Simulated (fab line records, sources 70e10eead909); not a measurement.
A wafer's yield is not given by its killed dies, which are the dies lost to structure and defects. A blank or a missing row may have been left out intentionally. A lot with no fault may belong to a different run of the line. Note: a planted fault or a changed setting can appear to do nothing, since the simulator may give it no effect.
Which of the tools did it? -- flow nand harc -- 13 lots, 39 wafers sampled, at 2 steps of a route of 1302

## WHAT THE GAUGES SHOWED, per wafer
NHARC_P_BONDPAD_OVL_MEAS_38.
lot,measured,on,overlay x nm (nm),overlay y nm (nm)
L966,day 7 04:31,overlay-02,-3 -2 -2,-2 -3 -3
L968,day 7 20:13,overlay-02,0 1 -1,-5 -5 -5
L967,day 7 22:23,overlay-02,-9 -10 -9,-8 -8 -8
L969,day 8 07:33,overlay-02,-6 -6 -6,2 2 2
L972,day 9 06:15,overlay-01,3 4 3,3 3 3
L976,day 11 09:54,overlay-01,0 0 1,-11 -11 -11
L980,day 12 18:25,overlay-01,0 0 0,-3 -4 -3
L982,day 13 17:51,overlay-02,1 0 0,-4 -4 -5
L983,day 14 00:13,overlay-02,-8 -7 -8,-2 -2 -2
L985,day 14 15:38,overlay-01,-8 -9 -8,4 5 5
L984,day 14 16:35,overlay-02,10 9 9,-6 -6 -5
L986,day 15 04:13,overlay-01,1 1 0,1 0 1
L988,day 16 06:43,overlay-01,2 2 2,4 4 3

## WHICH TOOL RAN EACH LOT (tool, then ch and the chambers of the sampled wafers, then the start)
lot,NHARC_P_M2_DEGAS_29
L966,"pvd sputter-03, day 7 00:55"
L968,"pvd sputter-02, day 7 16:41"
L967,"pvd sputter-02, day 7 19:02"
L969,"pvd sputter-02, day 8 04:08"
L972,"pvd sputter-01, day 9 02:46"
L976,"pvd sputter-03, day 11 06:19"
L980,"pvd sputter-02, day 12 15:05"
L982,"pvd sputter-01, day 13 14:21"
L983,"pvd sputter-01, day 13 20:46"
L985,"pvd sputter-02, day 14 12:13"
L984,"pvd sputter-02, day 14 13:02"
L986,"pvd sputter-01, day 15 00:29"
L988,"pvd sputter-01, day 16 03:16"
- NHARC_P_M2_DEGAS_29: time 60 s.

## WHAT THE TOOLS THEMSELVES READ (means of the sampled wafers that have a number; where no wafer has one, the mark that the record gives instead)
NHARC_P_M2_DEGAS_29.
lot,tool,heater power w (W)
L966,pvd sputter-03,368
L968,pvd sputter-02,360
L967,pvd sputter-02,366
L969,pvd sputter-02,357
L972,pvd sputter-01,356
L976,pvd sputter-03,369
L980,pvd sputter-02,371
L982,pvd sputter-01,355
L983,pvd sputter-01,384
L985,pvd sputter-02,339
L984,pvd sputter-02,365
L986,pvd sputter-01,344
L988,pvd sputter-01,356

## THE ANSWER, worked out from the rows above alone
Rule: what is usual is taken from the lots themselves. Put in order of their means at a reading, lots are off if they are a third of the lots or fewer, leave a main group of 4 or more, and stand apart from it by a gap of 3 or more times the standard deviation of the main group's means; of several such gaps the widest counts. A main group is skipped when, at the precision printed for the reading in the tables above, its means are all equal. Also off: a lot with no number at a reading for which 4 or more lots have one. All remaining lots with rows at the step are treated as sound. Order of review: gauges by route order, followed by the tools' own readings, for which a lot's mean as printed above is used. The first step at which some lot is off is used, and at that step the reading that is off furthest; a lot without a number counts as furthest.
None of the lots is off at any reading shown; this tells nothing.

## WHAT WAS PUT IN BY THE SIMULATOR
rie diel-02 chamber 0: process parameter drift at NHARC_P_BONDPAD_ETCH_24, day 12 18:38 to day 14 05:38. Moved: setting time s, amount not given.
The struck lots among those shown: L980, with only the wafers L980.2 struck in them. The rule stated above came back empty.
